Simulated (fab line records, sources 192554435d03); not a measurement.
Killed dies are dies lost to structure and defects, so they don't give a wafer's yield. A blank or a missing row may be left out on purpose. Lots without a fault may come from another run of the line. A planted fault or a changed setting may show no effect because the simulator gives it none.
Chamber matching | flow n5_finfet | N5_BEOL_M7_PECVD_70 on pecvd-01: 3 sister chambers
The step deposits SiO2 from TEOS/O2, target thk 20 nm, time 22.7 s. 3 wafers are shown with their chamber, then 10 later ones without.

WAFERS WITH THEIR CHAMBER
wafer  | chamber | throttle_valve_pct (%)
L088.5 | 1       | 22.2
L091.1 | 0       | 23.7
L091.2 | 2       | 21.7

WAFERS WITHOUT THEIR CHAMBER
wafer  | throttle_valve_pct (%)
L091.3 | 21.9
L092.2 | 23.6
L092.4 | 21.8
L092.5 | 23.8
L095.2 | 22.0
L095.4 | 23.7
L095.5 | 23.5
L097.3 | 23.8
L097.4 | 22.2
L097.6 | 23.6

WHICH CHAMBER EACH WENT THROUGH
wafer  | from the rows above     | in truth
L091.3 | can't be placed: 2 or 1 | 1
L092.2 | 0                       | 0
L092.4 | 2                       | 2
L092.5 | 0                       | 0
L095.2 | can't be placed: 1 or 2 | 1
L095.4 | 0                       | 0
L095.5 | 0                       | 0
L097.3 | 0                       | 0
L097.4 | 1                       | 1
L097.6 | 0                       | 0
Placed correctly: 8 of 10. Can't be placed from these rows: 2 (the true chamber is among the candidates in 2). Placed wrongly: 0.
How it was worked out, from the rows above alone: a wafer's distance from a chamber is the root of the sum, over the readings, of the square of ((its reading less the chamber's mean) divided by the reading's scatter). The wafer belongs to the nearest chamber; if the next one is less than 2 further off, it can't be placed. A chamber's mean is the mean of its shown wafers. The scatter: with one shown wafer a chamber, the root of the mean of the squares of how far each hidden wafer lies from its nearest shown one.
